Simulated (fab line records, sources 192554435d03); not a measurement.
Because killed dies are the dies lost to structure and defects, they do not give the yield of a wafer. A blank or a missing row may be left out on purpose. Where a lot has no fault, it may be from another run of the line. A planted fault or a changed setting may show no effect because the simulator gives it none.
Split-lot experiment / flow n5-finfet / 7 lots, 21 wafers read, on a route of 1938 steps

## THE SPLIT
At N5_BEOL_M9_ETCH_66 (etches SOC in N2/H2, target depth 80 nm, overetch 16 nm, time 120 s), the setting bias-w was moved away from the recipe's 150 W on 9 of the 21 wafers read, by -17.6% to +16.3%. The other wafers ran this setting at the recipe's value.

The reading comes from the split's own step.

## THE READING
rf-vpp-V, in V, at N5_BEOL_M9_ETCH_66 (etches SOC in N2/H2, target depth 80 nm, overetch 16 nm, time 120 s). Fault-free wafers of this fab line usually give 524 V, standard deviation 3.2 V.

wafer=L077.1; tool, chamber at the split=rie-diel-02, 2; bias-w as run, W=163.4; against the recipe=+8.9%; rf-vpp-V, V=558; against lot-mates on the recipe=+35
wafer=L077.5; tool, chamber at the split=rie-diel-02, 1; bias-w as run, W=150; against the recipe=recipe; rf-vpp-V, V=523; against lot-mates on the recipe=-
wafer=L077.6; tool, chamber at the split=rie-diel-02, 0; bias-w as run, W=163.4; against the recipe=+8.9%; rf-vpp-V, V=553; against lot-mates on the recipe=+30
wafer=L084.2; tool, chamber at the split=rie-diel-05, 2; bias-w as run, W=124.4; against the recipe=-17.1%; rf-vpp-V, V=463; against lot-mates on the recipe=-58
wafer=L084.5; tool, chamber at the split=rie-diel-05, 1; bias-w as run, W=124.4; against the recipe=-17.1%; rf-vpp-V, V=464; against lot-mates on the recipe=-57
wafer=L084.6; tool, chamber at the split=rie-diel-05, 2; bias-w as run, W=150; against the recipe=recipe; rf-vpp-V, V=521; against lot-mates on the recipe=-
wafer=L086.2; tool, chamber at the split=rie-diel-02, 0; bias-w as run, W=150; against the recipe=recipe; rf-vpp-V, V=522; against lot-mates on the recipe=-
wafer=L086.5; tool, chamber at the split=rie-diel-02, 3; bias-w as run, W=150; against the recipe=recipe; rf-vpp-V, V=521; against lot-mates on the recipe=-
wafer=L086.6; tool, chamber at the split=rie-diel-02, 2; bias-w as run, W=150; against the recipe=recipe; rf-vpp-V, V=528; against lot-mates on the recipe=-
wafer=L087.1; tool, chamber at the split=rie-diel-05, 0; bias-w as run, W=150; against the recipe=recipe; rf-vpp-V, V=530; against lot-mates on the recipe=-
wafer=L087.3; tool, chamber at the split=rie-diel-05, 3; bias-w as run, W=150; against the recipe=recipe; rf-vpp-V, V=528; against lot-mates on the recipe=-
wafer=L087.4; tool, chamber at the split=rie-diel-05, 1; bias-w as run, W=174.5; against the recipe=+16.3%; rf-vpp-V, V=575; against lot-mates on the recipe=+46
wafer=L090.1; tool, chamber at the split=rie-diel-05, 1; bias-w as run, W=123.6; against the recipe=-17.6%; rf-vpp-V, V=462; against lot-mates on the recipe=-60
wafer=L090.3; tool, chamber at the split=rie-diel-05, 2; bias-w as run, W=150; against the recipe=recipe; rf-vpp-V, V=522; against lot-mates on the recipe=-
wafer=L090.4; tool, chamber at the split=rie-diel-05, 3; bias-w as run, W=123.6; against the recipe=-17.6%; rf-vpp-V, V=467; against lot-mates on the recipe=-55
wafer=L094.2; tool, chamber at the split=rie-diel-05, 3; bias-w as run, W=150; against the recipe=recipe; rf-vpp-V, V=528; against lot-mates on the recipe=-
wafer=L094.4; tool, chamber at the split=rie-diel-05, 1; bias-w as run, W=150; against the recipe=recipe; rf-vpp-V, V=522; against lot-mates on the recipe=-
wafer=L094.5; tool, chamber at the split=rie-diel-05, 2; bias-w as run, W=150; against the recipe=recipe; rf-vpp-V, V=521; against lot-mates on the recipe=-
wafer=L096.2; tool, chamber at the split=rie-diel-02, 1; bias-w as run, W=138.6; against the recipe=-7.6%; rf-vpp-V, V=497; against lot-mates on the recipe=-24
wafer=L096.5; tool, chamber at the split=rie-diel-02, 1; bias-w as run, W=138.6; against the recipe=-7.6%; rf-vpp-V, V=498; against lot-mates on the recipe=-23
wafer=L096.6; tool, chamber at the split=rie-diel-02, 3; bias-w as run, W=150; against the recipe=recipe; rf-vpp-V, V=521; against lot-mates on the recipe=-

THE FIT
A straight line over all 21 wafers: rf-vpp-V changes by +3.4 V for each +1% of bias-w; r = +0.99; the points scatter about the line by 3.2 V.
The same after taking each lot's own level away (the mean of its wafers on the recipe; 21 wafers): +3.25 V for each +1%; r = +1.00; scatter 3 V.
On that fit, the largest move of bias-w shifts the reading by 57 V.
Measured against the standard deviation above, the lots' own levels, which go from 521.0 to 529.0 V, span 2.5 times it.
Hence the lot-to-lot level has little effect on the slope; both slopes agree.
Check: for one of the wafers moved furthest among these (-17.6%), held out of the fit, the line's prediction against its lot-mates is -56.7 V. It came out at -60 V against them.
Tool readings at the split's step, against how far the setting was moved: rf-vpp-V r = +0.99.

## OTHER SPLITS ON THESE WAFERS
Note: prior to the reading, these wafers also went through further splits. Each is held against what the fit with the lots' levels taken away leaves over:
other split on the same wafers=N5_BEOL_M7_ETCH_41 source-w; wafers away from the commonest value=6; r with rf-vpp-V (lot level and that fit taken away)=+0.25
other split on the same wafers=N5_BEOL_M8_DESCUM_33 time-s; wafers away from the commonest value=9; r with rf-vpp-V (lot level and that fit taken away)=-0.28
other split on the same wafers=N5_BEOL_M8_TRENCH_ETCH_37 bias-w; wafers away from the commonest value=5; r with rf-vpp-V (lot level and that fit taken away)=+0.23

## THE WHOLE CHAIN: every reading that the file lists as answering this split, in the file's order
step=N5_BEOL_M9_ETCH_66; what it does=etches SOC in N2/H2, target depth 80 nm, overetch 16 nm, time 120 s; reading=rf-vpp-V; change (the file's fit)=+3.2 V for each +1% of the setting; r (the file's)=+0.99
step=N5_BEOL_M9_ETCH_66; what it does=etches SOC in N2/H2, target depth 80 nm, overetch 16 nm, time 120 s; reading=SiARC_of_BEOL_M9_COAT_64.thk-nm (the simulator's own value, which no gauge read); change (the file's fit)=-0.067 nm for each +1% of the setting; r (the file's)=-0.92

## FILE'S OWN FIT
rf-vpp-V changes by +3.2 V for each +1% of bias-w, r = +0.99.
